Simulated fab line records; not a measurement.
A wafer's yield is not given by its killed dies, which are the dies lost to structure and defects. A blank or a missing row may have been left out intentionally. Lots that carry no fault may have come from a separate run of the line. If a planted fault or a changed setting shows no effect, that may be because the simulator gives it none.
Problem report, 8D (eight disciplines) form, completed by code ; flow n5 finfet ; the parts of the form that need people (team, actions taken, sign-off) are left out

1. WHAT WENT WRONG
Mean RS_NWELL at N5_BEOL_M4_RC_MEAS_101: 1939 ohm/sq over 3 wafers in 3 lots; fault-free wafers: 1036 ohm/sq, standard deviation 7.1. That is +99 or more standard deviations from the usual mean.
First observed at day 10 08:36: wafer L514.4, on prober-02. At this step, 27 wafers from 11 lots have a number in the record. By rule, "out" or "out of limits" means more than 4 standard deviations away from the usual mean. The rest of the wafers with a number are treated as sound.

2. WHAT IT IS AND WHAT IT IS NOT
question;is;is not
which readings at this step;RS_NWELL;DIBL_P, IOFF_N, IOFF_P, ION_N, ION_P, SS_N, SS_P, VT_N, VT_P
which lots;L514, L515, L516;L508, L511, L519, L520, L525, L526, L527, L530
which wafers of those lots;all that have a number;-
read on which gauges;prober-01, prober-02;-
when;from day 10 08:36;"up to then (6 sound wafers); but 18 sound wafers of L519, L520, L525, L526, L527, L530 came after"

3. WHAT RULES OUT EACH SUSPECT
Counting: a tool at any process step up to the reading remains a suspect when it ran all the lots that are out and ran no sound lot after the first of those.
- the gauge at N5_BEOL_M4_RC_MEAS_101 is ruled out. 2 gauges (prober-01, prober-02) read the wafers that are out.
- cmp-03 at N5_MOL_CONTACT_COAG_CMP_23 (polishes, stops on SiO2, t overpolish 1.5 s, target thk 0 nm): kept. All lots that are out passed through it, beginning with L514 at day 6 16:50, and no sound lot followed; its final sound lot before that point was L511 at day 5 19:38. Its own head pressure psi readings are out on those wafers.
After counting, what remains is cmp-03 at N5_MOL_CONTACT_COAG_CMP_23.

4. THE CAUSE (what the simulator had put in)
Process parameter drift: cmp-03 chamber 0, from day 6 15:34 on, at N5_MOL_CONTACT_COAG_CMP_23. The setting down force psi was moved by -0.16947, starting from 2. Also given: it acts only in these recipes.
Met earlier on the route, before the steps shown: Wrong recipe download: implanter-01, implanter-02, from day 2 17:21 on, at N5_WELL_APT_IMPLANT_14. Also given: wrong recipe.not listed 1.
The count eliminated every tool but this one.

5. SEQUENCE OF EFFECTS, ordered by route
Each row: a reading whose mean over the struck wafers that have a number lies more than 3 standard deviations from the usual. Readings are gone through only where the record gives a usual standard deviation; hours: the median, over the lots, of the time from a lot's start at the first step in this table giving one to that lot's start at this step; sigmas: the change measured in usual standard deviations.
hours;step;reading;usual;on struck wafers;change;sigmas
0;N5_MOL_CONTACT_COAG_CMP_23;head pressure psi;2.000 psi;1.832;-0.168;-42
89;N5_BEOL_M4_RC_MEAS_101;RS_NWELL;1036 ohm/sq;1939;+903;+99 or more
It contains these process steps:
- N5_MOL_CONTACT_COAG_CMP_23: polishes, stops on SiO2, t overpolish 1.5 s, target thk 0 nm.

6. WHAT WOULD HAVE CAUGHT IT SOONER
The first out-of-limits reading at a measuring or inspecting step in this record came at day 10 08:36, 89 hours after the fault's start at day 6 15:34.
At N5_MOL_CONTACT_COAG_CMP_23, the tool's own readings (head pressure psi) were out on each struck wafer the step has a row for, so an alarm limit on them would have fired on the first such wafer.
The start of N5_MOL_CONTACT_COAG_CMP_23 on cmp-03 came by day 10 08:36 for every one of the lots that are out (3). None of them would have been spared by holding the tool at that moment.
